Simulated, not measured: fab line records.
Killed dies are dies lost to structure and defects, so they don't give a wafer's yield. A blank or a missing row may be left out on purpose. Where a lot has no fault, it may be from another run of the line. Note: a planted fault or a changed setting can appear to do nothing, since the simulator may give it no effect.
fab line records    flow n5_finfet
record: lots: 10  wafers: 30  last_day: 18
route steps=1938 shown MOL_CONTACT_COAG@544 BEOL_M4@1111
lots with no fault: from the same line, run without faults
start_h: hours from the record's first day to the start of the lot's first wafer shown    wait_h: hours elapsed since this lot's preceding step    " identical to the entry in the row above    L1.1+2: a row that stands for several wafers    - value missing, or start not given    * or withheld: withheld    < > ~ a bound
route shown NAME@n: NAME is a module with steps in the file, n the number in the route of the first one    usual: mean/standard deviation taken from wafers without a fault    same: alike in all rows    chamber/n: place in a boat    sites: each site's reading    _std_site: the standard deviation of these    _edge_site: mean of outer sites minus mean of inner sites    radius_mm: for every site, how far away it sits from the centre of the wafer    mask NAME#n: copy n    behind: the tool/chamber that last shaped the wafer    hold: why the lot was held/for how many hours/how that ended    device: the n, p or np transistor that did not switch    end of line: the route-end tests of the same wafers    for a step that has no rows: nothing shown but its recipe    killed: count of dies lost to structure and defects at first sort (not the wafer's yield)    map: a wafer's dies, x killed, . not, _ none there
set.NAME: the run value of the setting; set.NAME@STEP: its run value at that earlier step    model.NAME: the simulator's own value behind a step, which no gauge read
one table for each step of the route and one row for each wafer, over a sample of lots
services: a tool's chamber out of use, with start hour (start_h, from the record's first day; less than 0 if before it), hours out, and reason
== steps ==
step: N5_MOL_CONTACT_COAG_ALD_20
recipe: material: TiN  target_thk_a: 15  temp_c: 400  ald_precursor_family: TiCl4  ald_co_reactant: NH3  pulse_time_s: 1  purge_time_s: 3  co_reactant_purge_time_s: 2  co_reactant_pulse_time_s: 2  ald_cycles: 68  pressure_torr: 3
usual: heater_power_w: 881/81  precursor_pulse_height_rel: 1.001/0.023
same: pulse_time_s: 1
lot.wafer  tool          chamber  start_h  wait_h  heater_power_w  precursor_pulse_height_rel
L628.1     ald_metal-04  2        112.49   0.1     912             0.954
L628.3     "             0        "        "       877             1.046
L628.6     "             3        "        "       832             0.977
L635.2     ald_metal-02  1        158.26   0.1     882             0.993
L635.3     "             0        "        "       770             1.003
L635.6     "             3        "        "       1020            0.984
L636.2     ald_metal-04  0        166.29   0.1     904             1.017
L636.3     "             2        "        "       924             0.979
L636.4     "             3        "        "       796             0.982
L638.1     ald_metal-02  1        174.27   0.1     892             1.061
L638.2     "             0        "        "       769             1.004
L638.5     "             0        "        "       782             1.004
L641.2     ald_metal-02  3        191.63   0.1     1016            1.015
L641.3     "             2        "        "       869             0.973
L641.4     "             1        "        "       863             1.021
L643.2     ald_metal-04  2        205.37   0.1     923             1.022
L643.4     "             0        "        "       889             1.014
L643.6     "             1        "        "       899             0.987
L644.2     ald_metal-03  0        210.84   0.1     932             0.969
L644.5     "             0        "        "       913             1.000
L644.6     "             3        "        "       996             0.988
L645.1     ald_metal-04  2        215.24   0.1     904             1.011
L645.3     "             0        "        "       904             0.983
L645.4     "             3        "        "       815             0.970
L646.1     ald_metal-03  2        223.16   0.1     889             0.975
L646.2     "             1        "        "       736             0.997
L646.3     "             0        "        "       912             1.035
L647.1     ald_metal-03  1        228.11   0.1     753             1.023
L647.4     "             2        "        "       917             1.053
L647.5     "             2        "        "       869             1.024
step: N5_MOL_CONTACT_COAG_SPUTTER_143
recipe: material: Co  target_thk_a: 25  temp_c: 25  chamber_pressure_pa: 0.2
usual: substrate_temp_c: 24.99/0.096  throttle_valve_pct: 30.2/1.3
lot.wafer  tool            chamber  start_h  wait_h  substrate_temp_c  throttle_valve_pct
L628.1     pvd_sputter-02  -        113.68   0.0     25.00             28.1
L628.3     "               -        "        "       24.93             31.2
L628.6     "               -        "        "       25.13             27.8
L635.2     pvd_sputter-01  -        159.80   0.0     24.99             29.8
L635.3     "               -        "        "       25.10             29.3
L635.6     "               -        "        "       24.98             28.9
L636.2     pvd_sputter-02  -        167.68   0.0     25.04             28.0
L636.3     "               -        "        "       24.98             30.0
L636.4     "               -        "        "       25.29             31.5
L638.1     pvd_sputter-01  -        175.21   0.0     24.87             30.0
L638.2     "               -        "        "       25.10             31.4
L638.5     "               -        "        "       25.09             30.2
L641.2     pvd_sputter-03  -        192.65   0.0     24.98             30.3
L641.3     "               -        "        "       24.96             32.4
L641.4     "               -        "        "       24.91             28.3
L643.2     pvd_sputter-01  -        207.62   0.0     24.89             30.0
L643.4     "               -        "        "       25.00             31.4
L643.6     "               -        "        "       25.06             29.3
L644.2     pvd_sputter-02  -        211.49   0.0     25.10             31.4
L644.5     "               -        "        "       24.99             29.8
L644.6     "               -        "        "       24.90             27.9
L645.1     pvd_sputter-03  -        216.18   0.0     25.12             32.1
L645.3     "               -        "        "       25.11             29.5
L645.4     "               -        "        "       24.96             30.2
L646.1     pvd_sputter-02  -        224.26   0.0     25.10             31.4
L646.2     "               -        "        "       25.01             31.3
L646.3     "               -        "        "       24.83             29.9
L647.1     pvd_sputter-03  -        229.23   0.0     24.93             32.5
L647.4     "               -        "        "       24.92             29.6
L647.5     "               -        "        "       24.94             29.7
step: N5_MOL_CONTACT_COAG_THK_MEAS_29
recipe: reads: SiNx_of_GATE_CUT_PECVD_57+SiNx_of_GATE_CUT_SAC_CAP_01
usual: MD_CAP_THK: 17.91/0.094
lot.wafer  tool           chamber  start_h  wait_h  MD_CAP_THK[nm]
L628.1     film_metro-01  -        119.19   -       18.06
L628.3     "              -        "        "       17.98
L628.6     "              -        "        "       17.99
L635.2     film_metro-01  -        165.28   -       17.94
L635.3     "              -        "        "       18.07
L635.6     "              -        "        "       17.94
L636.2     film_metro-02  -        173.01   -       17.85
L636.3     "              -        "        "       18.00
L636.4     "              -        "        "       17.97
L638.1     film_metro-02  -        180.88   -       17.96
L638.2     "              -        "        "       18.06
L638.5     "              -        "        "       18.00
L641.2     film_metro-01  -        199.33   -       17.83
L641.3     "              -        "        "       18.03
L641.4     "              -        "        "       17.77
L643.2     film_metro-02  -        213.79   -       17.70
L643.4     "              -        "        "       17.91
L643.6     "              -        "        "       17.88
L644.2     film_metro-02  -        217.31   -       17.96
L644.5     "              -        "        "       18.02
L644.6     "              -        "        "       17.94
L645.1     film_metro-01  -        221.59   -       17.93
L645.3     "              -        "        "       18.00
L645.4     "              -        "        "       17.91
L646.1     film_metro-02  -        231.40   -       18.05
L646.2     "              -        "        "       17.94
L646.3     "              -        "        "       17.88
L647.1     film_metro-01  -        234.79   -       17.83
L647.4     "              -        "        "       17.83
L647.5     "              -        "        "       17.86
step: N5_MOL_CONTACT_COAG_PECVD_31
recipe: material: SiO2  target_thk_a: 460  temp_c: 400  precursor: TEOS/O2  pressure_torr: 6.5  rf_w: withheld  teos_flow_sccm: withheld  gas: O2  flow_sccm: 2650  time_s: 8.9
usual: susceptor_temp_C: 399.99/0.22
lot.wafer  tool      chamber  start_h  wait_h  susceptor_temp_C
L628.1     pecvd-04  1        119.74   0.3     399.91
L628.3     "         0        "        "       399.76
L628.6     "         1        "        "       399.79
L635.2     pecvd-02  1        165.82   0.3     400.07
L635.3     "         0        "        "       399.84
L635.6     "         1        "        "       400.07
L636.2     pecvd-01  0        173.97   0.3     409.44
L636.3     "         2        "        "       399.84
L636.4     "         2        "        "       399.51
L638.1     pecvd-01  1        181.42   0.3     400.00
L638.2     "         0        "        "       410.10
L638.5     "         1        "        "       399.97
L641.2     pecvd-02  0        199.87   0.3     400.03
L641.3     "         2        "        "       399.88
L641.4     "         1        "        "       400.02
L643.2     pecvd-02  1        215.48   0.3     400.36
L643.4     "         0        "        "       400.00
L643.6     "         0        "        "       400.11
L644.2     pecvd-02  0        217.85   0.3     400.06
L644.5     "         1        "        "       400.11
L644.6     "         0        "        "       400.01
L645.1     pecvd-02  2        222.13   0.3     399.84
L645.3     "         0        "        "       399.98
L645.4     "         1        "        "       399.84
L646.1     pecvd-04  0        232.30   0.3     399.96
L646.2     "         2        "        "       400.15
L646.3     "         1        "        "       399.88
L647.1     pecvd-02  0        235.33   0.3     400.01
L647.4     "         2        "        "       399.42
L647.5     "         0        "        "       400.13
step: N5_MOL_CONTACT_COAG_THK_MEAS_53
recipe: reads: SiO2_of_MOL_CONTACT_COAG_PECVD_31
usual: VIA_MOL_THK: 44.3/0.58
lot.wafer  tool           chamber  start_h  wait_h  VIA_MOL_THK[nm]
L628.1     film_metro-02  -        123.02   -       44.4
L628.3     "              -        "        "       44.5
L628.6     "              -        "        "       45.2
L635.2     film_metro-01  -        169.35   -       43.1
L635.3     "              -        "        "       43.7
L635.6     "              -        "        "       43.9
L636.2     film_metro-01  -        177.25   -       41.3
L636.3     "              -        "        "       43.6
L636.4     "              -        "        "       44.2
L638.1     film_metro-01  -        184.85   -       44.5
L638.2     "              -        "        "       41.3
L638.5     "              -        "        "       44.9
L641.2     film_metro-02  -        203.43   -       44.1
L641.3     "              -        "        "       44.4
L641.4     "              -        "        "       45.0
L643.2     film_metro-01  -        219.09   -       42.7
L643.4     "              -        "        "       44.4
L643.6     "              -        "        "       44.8
L644.2     film_metro-02  -        221.75   -       43.7
L644.5     "              -        "        "       44.0
L644.6     "              -        "        "       43.9
L645.1     film_metro-01  -        225.50   -       44.0
L645.3     "              -        "        "       43.5
L645.4     "              -        "        "       44.2
L646.1     film_metro-01  -        235.91   -       44.6
L646.2     "              -        "        "       43.9
L646.3     "              -        "        "       44.1
L647.1     film_metro-02  -        239.01   -       43.5
L647.4     "              -        "        "       44.8
L647.5     "              -        "        "       45.1
step: N5_BEOL_M4_RC_MEAS_101
usual: DIBL_N: 36.2/1.7  DIBL_P: 36.2/2.2  IOFF_N: 0.16/0.035  IOFF_P: 0.21/0.042  ION_N: 673/13  ION_P: 462/7.9  SS_N: 71.4/0.59  SS_P: 73.2/0.7  VT_N: 250/3.6  VT_P: -251/3.5
lot.wafer  tool       chamber  start_h  wait_h  DIBL_N[mV/V]  DIBL_P[mV/V]  IOFF_N[nA/um]  IOFF_P[nA/um]  ION_N[uA/um]  ION_P[uA/um]  SS_N[mV/dec]  SS_P[mV/dec]  VT_N[mV]  VT_P[mV]
L628.1     prober-02  0        178.17   0.0     35.5          34.9          0.14           0.19           667           464           70.9          73.4          251       -251
L628.3     "          0        "        "       34.1          33.8          0.12           0.18           673           467           70.8          72.8          250       -254
L628.6     "          0        "        "       36.4          35.9          0.17           0.21           689           467           71.2          72.6          247       -250
L635.2     prober-01  0        240.28   0.2     33.6          32.4          0.11           0.16           655           450           70.5          71.7          251       -253
L635.3     "          0        "        "       35.7          35.6          0.14           0.21           661           459           70.5          73.2          249       -251
L635.6     "          0        "        "       33.9          32.6          0.11           0.17           666           455           70.8          73.0          255       -253
L636.2     prober-02  0        244.27   0.2     35.3          34.2          0.12           0.16           662           457           70.2          72.5          255       -255
L636.3     "          0        "        "       37.7          37.2          0.16           0.19           686           458           71.1          73.5          249       -253
L636.4     "          0        "        "       37.8          38.8          0.16           0.22           677           464           72.0          73.0          250       -252
L638.1     prober-01  0        244.91   0.0     37.7          39.0          0.17           0.26           668           463           71.2          73.8          251       -245
L638.2     "          0        "        "       34.2          34.5          0.12           0.19           659           464           71.6          72.0          252       -250
L638.5     "          0        "        "       35.3          36.8          0.14           0.22           666           460           71.3          73.0          250       -248
L641.2     prober-02  0        277.09   0.2     36.2          35.5          0.16           0.21           670           465           71.2          73.1          251       -249
L641.3     "          0        "        "       35.4          35.1          0.16           0.21           677           468           71.6          73.0          249       -249
L641.4     "          0        "        "       36.9          37.5          0.17           0.24           676           462           72.2          73.1          249       -249
L644.2     prober-02  0        284.14   0.2     36.3          37.8          0.16           0.21           675           458           70.9          73.4          251       -251
L644.5     "          0        "        "       35.5          35.8          0.14           0.19           671           461           70.7          73.3          252       -251
L644.6     "          0        "        "       34.4          34.4          0.12           0.16           667           454           71.0          73.1          253       -254
L643.2     prober-01  0        287.95   0.2     35.2          34.0          0.13           0.18           668           460           71.4          72.7          250       -253
L643.4     "          0        "        "       37.4          36.2          0.18           0.22           685           467           71.3          72.8          245       -251
L643.6     "          0        "        "       36.4          34.2          0.15           0.19           661           455           70.8          73.1          249       -252
L645.1     prober-01  0        302.20   0.0     37.8          37.2          0.16           0.25           669           459           71.8          73.6          247       -247
L645.3     "          0        "        "       36.2          34.0          0.12           0.19           673           462           71.5          72.6          255       -251
L645.4     "          0        "        "       37.1          34.9          0.15           0.21           675           470           70.9          72.3          249       -249
L646.1     prober-02  0        303.62   0.0     37.0          36.1          0.16           0.21           668           459           71.3          72.9          251       -250
L646.2     "          0        "        "       34.4          33.8          0.12           0.17           666           457           71.0          71.9          255       -253
L646.3     "          0        "        "       37.7          37.8          0.18           0.24           678           459           71.8          73.3          247       -249
L647.1     prober-01  0        305.78   0.0     34.9          36.8          0.15           0.17           665           450           70.6          73.9          252       -257
L647.4     "          0        "        "       35.1          35.5          0.14           0.16           672           451           71.4          73.2          252       -259
L647.5     "          0        "        "       34.1          35.1          0.13           0.16           666           454           71.0          73.1          255       -258
== services ==
tool            chamber  start_h  hours  kind
ald_metal-02    -        88.88    1.6    repair
pecvd-01        -        89.86    14.6   pm
ald_metal-02    -        91.63    23.5   repair
pecvd-04        -        92.00    5.5    pm
pvd_sputter-02  -        96.25    1.8    repair
pvd_sputter-03  -        101.23   1.1    repair
ald_metal-04    -        114.09   0.6    repair
pecvd-01        0        121.18   2.1    scheduled_down
pecvd-04        -        125.98   2.8    pm
ald_metal-04    -        132.97   2.8    pm
ald_metal-02    -        154.11   1.4    repair
pecvd-01        2        169.32   2.1    scheduled_down
pecvd-04        0        178.14   6.4    repair
pecvd-02        -        181.06   0.7    repair
ald_metal-02    -        182.34   0.3    repair
pecvd-01        -        191.71   0.4    repair
pecvd-01        2        202.38   -      clean
pecvd-01        2        202.38   -      consumable_replace:showerhead
pecvd-01        2        202.38   29.0   scheduled_down
pecvd-01        2        202.38   29.0   vent_cycle
pecvd-02        2        213.72   5.5    scheduled_down
ald_metal-02    -        220.53   14.6   pm
ald_metal-03    -        234.39   8.7    pm
== key ==
first_sign: step: N5_MOL_CONTACT_COAG_PECVD_31  reading: susceptor_temp_C  direction: up  sigmas: 45  usual: *  struck: *
effect: step: N5_MOL_CONTACT_COAG_THK_MEAS_53  reading: VIA_MOL_THK  direction: down  sigmas: 5.1  usual: 44.3  struck: 41.3
met_at N5_MOL_CONTACT_COAG_PECVD_31
struck_lots L636,L638
struck_wafers L636.2,L638.2
not_acting_at N5_MOL_CONTACT_COAG_ALD_20,N5_MOL_CONTACT_COAG_SPUTTER_143,N5_MOL_CONTACT_COAG_THK_MEAS_29
fault: kind: process_parameter_drift  tool: pecvd-01  chamber: 0  onset_h: 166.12  steps: N5_MOL_CONTACT_COAG_PECVD_31  channel: temp_c  offset: *  shape: step  end_h: 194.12  acts_in: *  stated: *
